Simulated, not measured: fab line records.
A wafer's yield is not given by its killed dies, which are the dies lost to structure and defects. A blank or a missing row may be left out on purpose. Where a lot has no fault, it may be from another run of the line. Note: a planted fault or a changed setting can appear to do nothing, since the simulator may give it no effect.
Split-lot trial | flow n5Finfet | on a route of 1938 steps: 7 lots, 21 wafers read

ABOUT THE SPLIT
At N5_BEOL_M13_PEB_26 (peb time 90 s), the setting pebTimeS was moved away from the recipe's 90 s on 3 of the 21 wafers read, by -16.7% to +12.6%. For the rest of the wafers, this setting stayed at what the recipe calls for.

FROM THE SPLIT TO THE READING: what the file shows between them, 2 steps
- N5_BEOL_M13_DEVELOP_27: develop time 45 s
- N5_BEOL_M13_HARDBAKE_32: time 120 s

THE READING
cdNm (nm) at N5_BEOL_M13_CD_MEAS_28, where the cd target is 209.5 nm. Typical for fault-free wafers on this fab line: 209.5 nm, with standard deviation 0.88 nm.

wafer  | tool, chamber at the split | pebTimeS as run, s | against the recipe | cdNm, nm | against lot-mates on the recipe
L074.1 | lithoTrack-02, 0           | 90                 | recipe             | 208.4    | -
L074.4 | lithoTrack-02, 0           | 90                 | recipe             | 208.7    | -
L074.6 | lithoTrack-02, 0           | 90                 | recipe             | 208.9    | -
L075.1 | lithoTrack-03, 0           | 101.3              | +12.6%             | 211.3    | +1.1
L075.3 | lithoTrack-03, 0           | 90                 | recipe             | 210.2    | -
L075.6 | lithoTrack-03, 0           | 101.3              | +12.6%             | 212.3    | +2.1
L077.4 | lithoTrack-02, 0           | 74.98              | -16.7%             | 204.6    | -3.8
L077.5 | lithoTrack-02, 0           | 90                 | recipe             | 208.4    | -
L077.6 | lithoTrack-02, 0           | 90                 | recipe             | 208.5    | -
L079.3 | lithoTrack-02, 0           | 90                 | recipe             | 210.7    | -
L079.4 | lithoTrack-02, 0           | 90                 | recipe             | 211.2    | -
L079.5 | lithoTrack-02, 0           | 90                 | recipe             | 211.4    | -
L084.1 | lithoTrack-03, 0           | 90                 | recipe             | 210.4    | -
L084.4 | lithoTrack-03, 0           | 90                 | recipe             | 210.1    | -
L084.6 | lithoTrack-03, 0           | 90                 | recipe             | 209.4    | -
L089.3 | lithoTrack-01, 0           | 90                 | recipe             | 209.5    | -
L089.4 | lithoTrack-01, 0           | 90                 | recipe             | 209.0    | -
L089.5 | lithoTrack-01, 0           | 90                 | recipe             | 210.0    | -
L091.1 | lithoTrack-03, 0           | 90                 | recipe             | 210.3    | -
L091.2 | lithoTrack-03, 0           | 90                 | recipe             | 210.1    | -
L091.6 | lithoTrack-03, 0           | 90                 | recipe             | 209.8    | -

FIT RESULTS
A straight line over all 21 wafers: cdNm changes by +0.234 nm for each +1% of pebTimeS; r = +0.80; the points scatter about the line by 0.97 nm.
The same after taking each lot's own level away (the mean of its wafers on the recipe; 21 wafers): +0.177 nm for each +1%; r = +0.92; scatter 0.42 nm.
That fit puts the effect of the largest move of pebTimeS on the reading at 3 nm.
The lots' own levels span 208.45 to 211.10 nm, that is 3.0 times the standard deviation above.
So the slope is not independent of the lot-to-lot level: the two fits are not the same.
Check: for one of the wafers moved furthest among these (-16.7%), held out of the fit, the line's prediction against its lot-mates is -2.13 nm. Against them it came out at -3.85 nm.

FURTHER SPLITS ON THESE WAFERS
These wafers also went through other splits before the reading. Each is held against what the fit with the lots' levels taken away leaves over:
other split on the same wafers | wafers away from the commonest value | r with cdNm (lot level and that fit taken away)
N5_BEOL_M9_ETCH_66 timeS       | 6                                    | -0.13
N5_BEOL_M10_COAT_63 spinRpm    | 8                                    | -0.03
N5_BEOL_M10_EXPOSE_25 doseMj   | 4                                    | -0.40
N5_BEOL_M11_EXPOSE_25 doseMj   | 6                                    | +0.18
N5_BEOL_M11_VIA_ETCH_34 timeS  | 10                                   | +0.10
N5_BEOL_M12_COAT_04 spinRpm    | 5                                    | -0.11
N5_BEOL_M12_PEB_08 pebTimeS    | 8                                    | -0.04

THE FILE'S OWN FIT
cdNm changes by +0.194 nm for each +1% of pebTimeS, r = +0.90.
